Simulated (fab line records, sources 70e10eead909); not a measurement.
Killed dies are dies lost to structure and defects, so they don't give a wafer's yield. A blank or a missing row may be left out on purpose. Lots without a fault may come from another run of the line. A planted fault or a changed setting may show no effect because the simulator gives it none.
fab line records | flow nand_harc
record lots=6 wafers=18 last_day=33
route steps=1302 shown A_ONON_D2@552 END@1302
lots that met no fault: from a run of the same line without faults
start_h: hours from the record's first day to the start of the lot's first wafer shown | wait_h: hours since the lot's step before | " the same as in the row above | L1.1+2: a row that stands for several wafers | - no value, or no start given | * or withheld: withheld | < > ~ a bound
route shown NAME@n: a module of which the file shows steps, and the number in the route of the first | usual: mean/standard deviation of fault-free wafers | same: alike in all rows | chamber/n: place in a boat | sites: the reading at each site | _std_site: their standard deviation | _edge_site: outer sites' mean less inner sites' | radius_mm: how far each site lies from the wafer's centre | mask NAME#n: copy n | behind: the tool/chamber that last shaped the wafer | hold: why the lot was held/for how many hours/how that ended | device: the transistor (n, p or np) that didn't switch | end of line: the same wafers' tests at the end of the route | a step without rows: its recipe alone | killed: dies lost to structure and defects at the first sort, not the wafer's yield | map: a wafer's dies, x killed, . not, _ none there
set.NAME: the setting as run; set.NAME@STEP: as run at that earlier step | model.NAME: the simulator's own value behind a step, which no gauge read
lots at some steps of the route; a table a step, a row a wafer
services: from which hour (start_h, from the record's first day; less than 0 if before it) a tool's chamber was out of use, for how many hours, and why
## steps
# step NHARC_A_ONON_D2_THK_MEAS_11
# recipe thk_meas_gauge=ellipsometry
# usual thk_nm=999/10
# columns lot.wafer tool chamber start_h wait_h thk_nm
L615.1 film_metro-02 - 282.81 - 1017
L615.2 " - " " 1017
L615.6 " - " " 1018
L616.1 film_metro-01 - 298.64 - 1016
L616.2 " - " " 1013
L616.4 " - " " 1013
L624.1 film_metro-01 - 368.02 - 997
L624.4 " - " " 994
L624.6 " - " " 995
L625.2 film_metro-01 - 386.43 - 988
L625.5 " - " " 987
L625.6 " - " " 986
L634.2 film_metro-01 - 482.65 - 1000
L634.3 " - " " 998
L634.5 " - " " 1001
L635.2 film_metro-02 - 487.04 - 997
L635.4 " - " " 997
L635.6 " - " " 998
# step NHARC_A_ONON_D2_DEP_12
# recipe target_thk_a=10000 n2_flow_sccm=2750 n2o_flow_sccm=2000 nh3_flow_sccm=500 sih4_flow_sccm=210 temp_c=400
# step NHARC_A_ONON_D2_THK_MEAS_14
# recipe thk_meas_gauge=ellipsometry
# usual thk_nm=1000/11
# columns lot.wafer tool chamber start_h wait_h thk_nm
L615.1 film_metro-01 - 283.37 - 1009
L615.2 " - " " 1011
L615.6 " - " " 1010
L616.1 film_metro-01 - 299.21 - 993
L616.2 " - " " 993
L616.4 " - " " 992
L624.1 film_metro-01 - 368.59 - 998
L624.4 " - " " 997
L624.6 " - " " 996
L625.2 film_metro-01 - 387.00 - 998
L625.5 " - " " 997
L625.6 " - " " 995
L634.2 film_metro-01 - 483.22 - 1000
L634.3 " - " " 999
L634.5 " - " " 999
L635.2 film_metro-01 - 487.63 - 1023
L635.4 " - " " 1023
L635.6 " - " " 1022
# step NHARC_A_ONON_D2_ANNEAL_15
# recipe temp_c=750 time_s=3600
# step NHARC_A_ONON_D2_DEP_16
# recipe target_thk_a=10000 n2_flow_sccm=2750 n2o_flow_sccm=2000 nh3_flow_sccm=500 sih4_flow_sccm=210 temp_c=400
# step NHARC_A_ONON_D2_THK_MEAS_18
# recipe thk_meas_gauge=ellipsometry
# usual thk_nm=1000/10
# columns lot.wafer tool chamber start_h wait_h thk_nm
L615.1 film_metro-02 - 290.74 - 995
L615.2 " - " " 995
L615.6 " - " " 994
L616.1 film_metro-02 - 306.60 - 983
L616.2 " - " " 983
L616.4 " - " " 983
L624.1 film_metro-01 - 375.94 - 990
L624.4 " - " " 990
L624.6 " - " " 989
L625.2 film_metro-01 - 394.36 - 1026
L625.5 " - " " 1027
L625.6 " - " " 1027
L634.2 film_metro-02 - 491.31 - 1012
L634.3 " - " " 1014
L634.5 " - " " 1015
L635.2 film_metro-01 - 494.98 - 1002
L635.4 " - " " 1003
L635.6 " - " " 1001
# step NHARC_A_ONON_D2_DEP_19
# recipe target_thk_a=10000 n2_flow_sccm=2750 n2o_flow_sccm=2000 nh3_flow_sccm=500 sih4_flow_sccm=210 temp_c=400
# step NHARC_A_ONON_D2_THK_MEAS_21
# recipe thk_meas_gauge=ellipsometry
# usual thk_nm=1001/11
# columns lot.wafer tool chamber start_h wait_h thk_nm
L615.1 film_metro-01 - 291.30 - 995
L615.2 " - " " 995
L615.6 " - " " 995
L616.1 film_metro-01 - 307.17 - 1002
L616.2 " - " " 1002
L616.4 " - " " 1002
L624.1 film_metro-01 - 376.51 - 1001
L624.4 " - " " 1001
L624.6 " - " " 999
L625.2 film_metro-01 - 394.93 - 1004
L625.5 " - " " 1005
L625.6 " - " " 1005
L634.2 film_metro-02 - 491.87 - 992
L634.3 " - " " 989
L634.5 " - " " 990
L635.2 film_metro-02 - 495.55 - 1003
L635.4 " - " " 1003
L635.6 " - " " 1004
# step NHARC_A_ONON_D2_DEP_22
# recipe target_thk_a=10000 n2_flow_sccm=2750 n2o_flow_sccm=2000 nh3_flow_sccm=500 sih4_flow_sccm=210 temp_c=400
# step NHARC_A_ONON_D2_THK_MEAS_24
# recipe thk_meas_gauge=ellipsometry
# usual thk_nm=1003/11
# columns lot.wafer tool chamber start_h wait_h thk_nm
L615.1 film_metro-01 - 291.87 - 980
L615.2 " - " " 980
L615.6 " - " " 977
L616.1 film_metro-01 - 307.74 - 1000
L616.2 " - " " 1000
L616.4 " - " " 1000
L624.1 film_metro-01 - 377.08 - 997
L624.4 " - " " 996
L624.6 " - " " 995
L625.2 film_metro-01 - 395.52 - 1007
L625.5 " - " " 1006
L625.6 " - " " 1004
L634.2 film_metro-01 - 492.43 - 1011
L634.3 " - " " 1009
L634.5 " - " " 1012
L635.2 film_metro-01 - 496.12 - 1003
L635.4 " - " " 1003
L635.6 " - " " 1006
# step NHARC_A_ONON_D2_DEP_25
# recipe target_thk_a=10000 n2_flow_sccm=2750 n2o_flow_sccm=2000 nh3_flow_sccm=500 sih4_flow_sccm=210 temp_c=400
# step NHARC_A_ONON_D2_THK_MEAS_27
# recipe thk_meas_gauge=ellipsometry
# usual thk_nm=998/8.5
# columns lot.wafer tool chamber start_h wait_h thk_nm
L615.1 film_metro-02 - 292.44 - 993
L615.2 " - " " 991
L615.6 " - " " 994
L616.1 film_metro-01 - 308.30 - 1003
L616.2 " - " " 1004
L616.4 " - " " 1004
L624.1 film_metro-01 - 377.65 - 994
L624.4 " - " " 993
L624.6 " - " " 993
L625.2 film_metro-01 - 396.09 - 1007
L625.5 " - " " 1006
L625.6 " - " " 1007
L634.2 film_metro-02 - 493.00 - 998
L634.3 " - " " 997
L634.5 " - " " 997
L635.2 film_metro-02 - 496.69 - 1010
L635.4 " - " " 1007
L635.6 " - " " 1007
# step NHARC_A_ONON_D2_DEP_28
# recipe target_thk_a=10000 n2_flow_sccm=2750 n2o_flow_sccm=2000 nh3_flow_sccm=500 sih4_flow_sccm=210 temp_c=400
# usual susceptor_temp_C=400.05/0.19
# columns lot.wafer tool chamber start_h wait_h susceptor_temp_C
L615.1 pecvd_onon-03 0 292.49 0.1 400.09
L615.2 " 0 " " 400.04
L615.6 " 0 " " 400.21
L616.1 pecvd_onon-04 0 308.36 0.1 399.83
L616.2 " 0 " " 400.06
L616.4 " 0 " " 399.85
L624.1 pecvd_onon-04 0 377.71 0.1 400.44
L624.4 " 0 " " 400.33
L624.6 " 0 " " 400.42
L625.2 pecvd_onon-04 0 396.20 0.1 400.37
L625.5 " 0 " " 400.27
L625.6 " 0 " " 399.97
L634.2 pecvd_onon-01 0 493.12 0.1 400.04
L634.3 " 0 " " 399.83
L634.5 " 0 " " 399.68
L635.2 pecvd_onon-01 0 496.80 0.1 400.46
L635.4 " 0 " " 400.27
L635.6 " 0 " " 399.98
# step NHARC_A_ONON_D2_THK_MEAS_30
# recipe thk_meas_gauge=ellipsometry
# usual thk_nm=998/11
# columns lot.wafer tool chamber start_h wait_h thk_nm
L615.1 film_metro-02 - 293.00 - 992
L615.2 " - " " 991
L615.6 " - " " 992
L616.1 film_metro-02 - 308.87 - 978
L616.2 " - " " 978
L616.4 " - " " 979
L624.1 film_metro-01 - 378.22 - 887
L624.4 " - " " 887
L624.6 " - " " 886
L625.2 film_metro-01 - 396.65 - 914
L625.5 " - " " 912
L625.6 " - " " 912
L634.2 film_metro-02 - 493.57 - 995
L634.3 " - " " 997
L634.5 " - " " 995
L635.2 film_metro-01 - 497.25 - 996
L635.4 " - " " 997
L635.6 " - " " 996
# step NHARC_A_ONON_D2_DEP_33
# recipe target_thk_a=2000 temp_c=400 pressure_torr=6.5 rf_w=900 teos_flow_sccm=161.4 flow_sccm=2650 target_thk_nm=200 gas=O2 material=SiO2
# usual heater_power_w=532/93 susceptor_temp_C=400.00/0.23 throttle_valve_pct=16.0/0.58
# columns lot.wafer tool chamber start_h wait_h heater_power_w susceptor_temp_C throttle_valve_pct
L615.1 pecvd-01 2 293.06 0.1 799 400.04 16.3
L615.2 " 1 " " 629 399.91 15.8
L615.6 " 1 " " 616 400.12 15.9
L616.2 pecvd-02 1 308.93 0.1 487 400.34 16.0
L616.1 " 0 " " 584 400.08 16.5
L616.4 " 0 " " 568 400.18 16.5
L624.1 pecvd-02 0 378.32 0.1 578 399.99 16.6
L624.4 " 2 " " 566 400.31 15.1
L624.6 " 1 " " 450 399.77 16.3
L625.2 pecvd-02 1 396.71 0.1 462 399.22 16.3
L625.5 " 1 " " 481 399.79 16.2
L625.6 " 2 " " 562 400.19 15.0
L634.3 pecvd-02 0 493.63 0.1 534 399.84 16.2
L634.2 " 2 " " 512 400.02 15.3
L634.5 " 0 " " 544 399.97 16.1
L635.2 pecvd-03 1 497.31 0.1 399 399.77 15.0
L635.6 " 1 " " 416 400.22 15.4
L635.4 " 0 " " 521 400.05 16.6
# step NHARC_END_SORT_01
# recipe temp_c=25
# usual killed_at_array=54/20 killed_at_other=0.9/1.1 killed_at_periphery=3.8/2.4 killed_dies=58/20 killed_open=3.5/1.9 killed_short=2.5/1.6
# same gross_dies=677
# columns lot.wafer tool chamber start_h wait_h killed_at_array killed_at_other killed_at_periphery killed_dies killed_open killed_short
L625.2 prober-02 0 664.77 2.8 63 0 2 65 2 5
L625.5 prober-02 0 667.17 3.7 54 0 4 58 5 1
L625.6 prober-02 0 667.97 4.0 54 0 0 54 4 2
L624.1 prober-01 0 670.20 2.5 39 1 2 42 3 1
L624.4 prober-01 0 672.60 3.4 58 0 3 61 3 0
L624.6 prober-01 0 674.19 4.0 58 1 6 65 6 3
# killed by level:class
L625.2 A_CHANNEL_HOLE_D1:chamber_film_flake=23 A_CHANNEL_HOLE_D2:chamber_film_flake=20 A_WL_FILL:geometric_particle:short=3 A_DECK1_JOINT:chamber_film_flake=3 A_CONTACT:chamber_film_flake=3 A_BLC:chamber_film_flake=3 P_GATE:chamber_film_flake=2 A_CHANNEL_FILL_D1:chamber_film_flake=2
L625.5 A_CHANNEL_HOLE_D1:chamber_film_flake=22 A_CHANNEL_HOLE_D2:chamber_film_flake=20 A_DECK1_JOINT:chamber_film_flake=2 A_STAIRCASE:chamber_film_flake=2 A_CONTACT:chamber_film_flake=2 A_BLC:chamber_film_flake=2 P_GATE:geometric_particle:open=1 P_GATE:geometric_particle:short=1
L625.6 A_CHANNEL_HOLE_D1:chamber_film_flake=29 A_CHANNEL_HOLE_D2:chamber_film_flake=7 A_CONTACT:chamber_film_flake=4 A_CHANNEL_FILL_D2:geometric_particle:open=2 A_CHANNEL_FILL_D1:chamber_film_flake=2 A_STAIRCASE:chamber_film_flake=2 A_DECK1_JOINT:geometric_particle:open=1 A_SGD_CUT:geometric_particle:short=1
L624.1 A_CHANNEL_HOLE_D2:chamber_film_flake=17 A_SLIT:chamber_film_flake=11 A_ZERO_WELL:chamber_film_flake=3 P_STI:chamber_film_flake=2 A_STAIRCASE:chamber_film_flake=2 A_CONTACT:chamber_film_flake=2 A_STAIRCASE:geometric_particle:open=1 A_BLC:geometric_particle:open=1
L624.4 A_SLIT:chamber_film_flake=34 A_CHANNEL_HOLE_D2:chamber_film_flake=8 A_CONTACT:chamber_film_flake=8 P_STI:chamber_film_flake=2 A_CHANNEL_HOLE_D1:chamber_film_flake=2 P_CONTACT:geometric_particle:open=1 A_CONTACT:geometric_particle:open=1 A_M1:geometric_particle:open=1
L624.6 A_SLIT:chamber_film_flake=31 A_CHANNEL_HOLE_D2:chamber_film_flake=7 A_CONTACT:chamber_film_flake=7 A_BLC:chamber_film_flake=3 P_M0:geometric_particle:open=2 A_BLC:geometric_particle:open=2 P_STI:chamber_film_flake=2 A_STAIRCASE:chamber_film_flake=2
## services
# columns tool chamber start_h hours kind
pecvd_onon-01 - 269.41 13.0 pm
pecvd-02 - 288.75 0.5 repair
pecvd_onon-04 - 311.00 13.0 pm
pecvd-01 - 311.00 13.0 pm
pecvd-01 0 311.00 13.0 vent_cycle
pecvd-01 1 311.00 13.0 vent_cycle
pecvd-01 2 311.00 13.0 vent_cycle
pecvd-01 0 324.00 - clean
pecvd-01 1 324.00 - clean
pecvd-01 2 324.00 - clean
pecvd-03 - 384.71 13.0 pm
pecvd_onon-03 - 408.00 13.0 pm
pecvd-02 - 408.38 13.0 pm
pecvd-02 0 408.38 13.0 vent_cycle
pecvd-02 1 408.38 13.0 vent_cycle
pecvd-02 2 408.38 13.0 vent_cycle
pecvd-02 0 421.38 - clean
pecvd-02 1 421.38 - clean
pecvd-02 2 421.38 - clean
pecvd_onon-01 - 450.41 13.0 pm
pecvd_onon-04 - 461.79 1.3 repair
pecvd-03 2 471.98 10.7 repair
pecvd-01 - 492.00 13.0 pm
pecvd_onon-04 - 492.27 13.0 pm
## key
first_sign step=NHARC_A_ONON_D2_THK_MEAS_30 reading=thk_nm direction=down sigmas=9.2 usual=998 struck=900
effect none on later readings
met_at NHARC_A_ONON_D2_DEP_28
struck_wafers L624.1,L624.4,L624.6,L625.2,L625.5,L625.6
tester_left_out L624,L625
onset_between 308.36 377.71
fault kind=process_parameter_drift tool=pecvd_onon-04 chamber=- onset_h=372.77 steps=NHARC_A_ONON_D2_DEP_28 channel=target_thk_a offset=* shape=step end_h=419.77 acts_in=* stated=*
# tester_left_out: of these lots the tester's yield and bins aren't shown, on N5 and GAA mostly nor the transistor test; their killed dies are dies lost to structure and defects alone, not to doping, threshold or leakage, so they don't give the yield
